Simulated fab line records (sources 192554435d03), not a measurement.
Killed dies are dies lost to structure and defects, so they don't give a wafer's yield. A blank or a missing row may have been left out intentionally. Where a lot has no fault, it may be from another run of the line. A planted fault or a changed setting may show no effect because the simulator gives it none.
Which of the tools did it? | flow n5 finfet | 24 lots, 72 wafers sampled, at 4 steps of a route of 1938

## WHAT THE GAUGES READ, wafer by wafer
N5_BEOL_M2_INSPECT_30: inspects for defects (brightfield). Usual: 402 for raw defect count, sd 82.
lot  | measured     | on                | raw defect count | flag
L074 | day 6 12:28  | defect inspect-02 | 243 298 245      |
L075 | day 6 17:54  | defect inspect-02 | 496 397 281      |
L076 | day 6 19:28  | defect inspect-01 | 576 483 394      |
L077 | day 7 03:16  | defect inspect-01 | 486 399 309      |
L078 | day 7 15:01  | defect inspect-02 | 407 369 468      |
L079 | day 7 15:45  | defect inspect-02 | 433 485 468      |
L080 | day 8 03:18  | defect inspect-01 | 393 575 312      |
L081 | day 8 08:26  | defect inspect-02 | 346 379 395      |
L082 | day 8 15:31  | defect inspect-02 | 354 299 343      |
L083 | day 8 21:55  | defect inspect-02 | 414 436 325      |
L085 | day 9 05:31  | defect inspect-02 | 467 473 348      |
L084 | day 9 07:53  | defect inspect-02 | 413 312 373      |
L086 | day 9 21:22  | defect inspect-02 | 313 268 303      |
L087 | day 9 22:26  | defect inspect-01 | 390 295 317      |
L088 | day 10 04:23 | defect inspect-01 | 369 407 437      |
L089 | day 10 06:40 | defect inspect-01 | 428 360 467      |
L090 | day 10 11:39 | defect inspect-01 | 404 433 438      |
L091 | day 11 08:11 | defect inspect-01 | 516 384 519      |
L092 | day 11 09:09 | defect inspect-02 | 346 422 389      |
L094 | day 11 14:47 | defect inspect-02 | 513 510 453      |
L093 | day 11 20:11 | defect inspect-02 | 384 354 269      |
L095 | day 11 22:42 | defect inspect-02 | 448 314 334      |
L096 | day 13 02:19 | defect inspect-02 | 422 402 562      |
L097 | day 13 06:48 | defect inspect-02 | 389 360 412      |

N5_BEOL_M2_OCD_MEAS_38. Usual: 55.5 nm for trench depth nm, sd 1.3.
lot  | measured     | on     | trench depth nm (nm) | flag
L074 | day 6 17:35  | ocd-02 | 54.4 56.6 54.8       |
L075 | day 6 21:34  | ocd-02 | 54.8 56.9 54.7       |
L076 | day 7 00:36  | ocd-02 | 55.4 53.8 57.6       |
L077 | day 7 06:35  | ocd-01 | 55.2 54.6 54.9       |
L078 | day 7 16:20  | ocd-01 | 55.9 57.4 54.1       |
L079 | day 7 16:32  | ocd-01 | 56.1 58.2 55.4       |
L080 | day 8 06:44  | ocd-02 | 57.4 54.3 54.4       |
L081 | day 8 16:59  | ocd-01 | 54.0 56.9 57.2       |
L082 | day 8 17:13  | ocd-01 | 54.6 53.6 54.5       |
L083 | day 8 23:37  | ocd-01 | 54.7 54.1 57.3       |
L085 | day 9 06:23  | ocd-02 | 56.8 55.9 54.7       |
L084 | day 9 10:05  | ocd-01 | 57.8 56.9 57.9       |
L086 | day 10 01:06 | ocd-02 | 56.5 54.7 55.0       |
L087 | day 10 02:11 | ocd-02 | 57.4 54.8 55.0       |
L088 | day 10 14:17 | ocd-01 | 54.2 55.4 55.1       |
L089 | day 11 06:50 | ocd-01 | 58.6 56.3 58.7       |
L090 | day 11 06:56 | ocd-02 | 55.0 54.7 54.5       |
L091 | day 11 09:45 | ocd-02 | 55.3 56.8 55.4       |
L092 | day 11 10:07 | ocd-01 | 55.5 57.3 55.1       |
L094 | day 11 15:30 | ocd-01 | 55.6 57.3 55.8       |
L093 | day 11 20:56 | ocd-01 | 56.2 55.0 54.8       |
L095 | day 12 03:48 | ocd-02 | 55.9 56.8 55.9       |
L096 | day 13 03:48 | ocd-01 | 54.6 54.6 55.0       |
L097 | day 13 11:11 | ocd-02 | 55.6 54.3 55.4       |

N5_BEOL_M2_CD_MEAS_35: target cd 18 nm, target cd y 22.2 nm. Usual: 17.9 nm for cd nm, sd 0.44.
lot  | measured     | on        | cd nm (nm)     | flag
L074 | day 6 17:44  | cd sem-03 | 17.8 18.1 17.8 |
L075 | day 6 21:43  | cd sem-01 | 17.5 18.6 18.7 |
L076 | day 7 00:45  | cd sem-03 | 18.2 17.9 18.4 |
L077 | day 7 06:44  | cd sem-03 | 17.6 17.4 18.0 |
L078 | day 7 16:30  | cd sem-01 | 17.8 17.7 18.2 |
L079 | day 7 16:41  | cd sem-03 | 18.1 17.7 17.9 |
L080 | day 8 06:53  | cd sem-02 | 18.4 18.2 17.5 |
L081 | day 8 17:08  | cd sem-03 | 18.4 17.6 18.8 |
L082 | day 8 17:22  | cd sem-01 | 18.6 18.0 18.1 |
L083 | day 8 23:47  | cd sem-01 | 17.7 18.6 17.8 |
L085 | day 9 06:32  | cd sem-01 | 17.7 18.4 17.7 |
L084 | day 9 10:14  | cd sem-03 | 17.8 17.5 17.8 |
L086 | day 10 01:15 | cd sem-03 | 17.7 17.6 18.6 |
L087 | day 10 02:20 | cd sem-02 | 17.3 18.2 17.4 |
L088 | day 10 14:32 | cd sem-01 | 17.7 18.7 17.2 |
L089 | day 11 06:59 | cd sem-02 | 18.5 18.3 18.3 |
L090 | day 11 07:05 | cd sem-03 | 18.7 17.9 17.6 |
L091 | day 11 09:55 | cd sem-02 | 17.8 17.4 17.7 |
L092 | day 11 10:16 | cd sem-03 | 18.2 17.9 17.8 |
L094 | day 11 15:39 | cd sem-03 | 18.0 17.7 17.1 |
L093 | day 11 21:05 | cd sem-01 | 17.2 18.2 18.1 |
L095 | day 12 03:57 | cd sem-03 | 18.3 17.1 18.1 |
L096 | day 13 03:57 | cd sem-01 | 18.5 17.9 17.4 |
L097 | day 13 11:20 | cd sem-03 | 18.0 18.3 17.8 |

## TOOL THAT RAN EACH LOT (tool first, then ch and the chambers of the sampled wafers, then the start)
lot  | N5_BEOL_M2_ETCH_74
L074 | rie diel-02 ch 0,1,3, day 6 11:22
L075 | rie diel-01 ch 1,2,3, day 6 16:51
L076 | rie diel-02 ch 0,1,3, day 6 18:32
L077 | rie diel-02 ch 0,2, day 7 02:20
L078 | rie diel-04 ch 0,1,3, day 7 14:02
L079 | rie diel-02 ch 0,2,3, day 7 14:57
L080 | rie diel-04 ch 1,2,3, day 8 02:29
L081 | rie diel-04 ch 2,3, day 8 07:30
L082 | rie diel-01 ch 1,2,3, day 8 14:41
L083 | rie diel-01 ch 0,1,2, day 8 20:47
L085 | rie diel-01 ch 0,1,3, day 9 04:43
L084 | rie diel-01 ch 0,1,3, day 9 06:59
L086 | rie diel-02 ch 0,1,2, day 9 20:20
L087 | rie diel-04 ch 0,1,3, day 9 21:31
L088 | rie diel-01 ch 0,1,3, day 10 03:34
L089 | rie diel-02 ch 1,3, day 10 05:52
L090 | rie diel-01 ch 2,3, day 10 10:43
L091 | rie diel-04 ch 0,1,2, day 11 07:14
L092 | rie diel-01 ch 0,2, day 11 08:20
L094 | rie diel-04 ch 0,2,3, day 11 13:57
L093 | rie diel-04 ch 0,1,2, day 11 19:16
L095 | rie diel-04 ch 1,2,3, day 11 20:34
L096 | rie diel-01 ch 1,2, day 13 01:31
L097 | rie diel-02 ch 1,2,3, day 13 05:48
- N5_BEOL_M2_ETCH_74: etches underlayer in N2/H2, target depth 6.5 nm, time 5.2 s.

## AS READ BY THE TOOLS THEMSELVES (means over the sampled wafers that have a number; for cases with no such wafer, the mark the record gives instead)
N5_BEOL_M2_ETCH_74. Usual: drypump motor current A 5.5 A, standard deviation 0.44; etch rf on time s 5.17 s, standard deviation 0.16; oes product au 0.70 a.u., standard deviation 0.077; rf vpp V 524.5 V, standard deviation 2.3; showerhead plenum p Torr 2.56 Torr, standard deviation 0.076; throttle valve pct 17.68 %, standard deviation 0.18.
lot  | tool        | drypump motor current A (A) | etch rf on time s (s) | oes product au (a.u.) | rf vpp V (V) | showerhead plenum p Torr (Torr) | throttle valve pct (%) | flag
L074 | rie diel-02 | 5.9                         | 5.13                  | 0.72                  | 521.8        | 2.48                            | 17.72                  |
L075 | rie diel-01 | 5.3                         | 5.16                  | 0.69                  | 524.8        | 2.59                            | 17.60                  |
L076 | rie diel-02 | 5.9                         | 5.19                  | 0.72                  | 523.8        | 2.48                            | 17.72                  |
L077 | rie diel-02 | 6.2                         | 5.04                  | 0.82                  | 521.5        | 2.49                            | 17.66                  |
L078 | rie diel-04 | 5.6                         | 5.16                  | 0.66                  | 525.0        | 2.61                            | 17.91                  |
L079 | rie diel-02 | 6.2                         | 5.20                  | 0.72                  | 522.3        | 2.49                            | 17.70                  |
L080 | rie diel-04 | 5.2                         | 5.09                  | 0.70                  | 526.4        | 2.65                            | 17.83                  |
L081 | rie diel-04 | 5.4                         | 5.03                  | 0.65                  | 525.6        | 2.61                            | 17.97                  |
L082 | rie diel-01 | 5.3                         | 5.15                  | 0.74                  | 525.6        | 2.58                            | 17.51                  |
L083 | rie diel-01 | 5.6                         | 5.17                  | 0.71                  | 525.9        | 2.61                            | 17.55                  |
L085 | rie diel-01 | 5.3                         | 5.24                  | 0.68                  | 525.5        | 2.60                            | 17.53                  |
L084 | rie diel-01 | 5.3                         | 5.20                  | 0.69                  | 524.8        | 2.60                            | 17.53                  |
L086 | rie diel-02 | 5.9                         | 5.14                  | 0.72                  | 520.0        | 2.47                            | 17.60                  |
L087 | rie diel-04 | 5.5                         | 5.09                  | 0.80                  | 525.8        | 2.60                            | 17.66                  |
L088 | rie diel-01 | 5.3                         | 5.25                  | 0.67                  | 523.7        | 2.59                            | 17.55                  |
L089 | rie diel-02 | 5.6                         | 5.23                  | 0.65                  | 522.1        | 2.47                            | 17.66                  |
L090 | rie diel-01 | 5.3                         | 5.09                  | 0.72                  | 523.6        | 2.57                            | 17.67                  |
L091 | rie diel-04 | 5.4                         | 5.20                  | 0.73                  | 525.0        | 2.59                            | 17.72                  |
L092 | rie diel-01 | 5.6                         | 5.27                  | 0.65                  | 526.0        | 2.61                            | 17.73                  |
L094 | rie diel-04 | 5.5                         | 5.09                  | 0.76                  | 525.5        | 2.55                            | 17.72                  |
L093 | rie diel-04 | 5.3                         | 5.23                  | 0.73                  | 526.5        | 2.59                            | 17.73                  |
L095 | rie diel-04 | 5.3                         | 5.11                  | 0.74                  | 524.4        | 2.63                            | 17.74                  |
L096 | rie diel-01 | 5.6                         | 5.17                  | 0.71                  | 526.2        | 2.57                            | 17.62                  |
L097 | rie diel-02 | 5.9                         | 5.36                  | 0.64                  | 523.2        | 2.47                            | 17.66                  |

## THE ANSWER, worked out from the rows above alone
Rule: a lot counts as off when the mean over its wafers that have a number is more than 3 standard deviations away from the usual mean. A lot without any number at a reading at which 4 lots or more have one is off too. All remaining lots with rows at the step are treated as sound. After the gauges, taken in route order, come the tools' own readings; for these a lot's mean is taken, as printed above. At the first step where some lot is off, the reading lying furthest off is the one used; lots without a number count as furthest.
No lot is off at any reading shown: from this, nothing can be told.

## WHAT THE SIMULATOR HAD INSERTED
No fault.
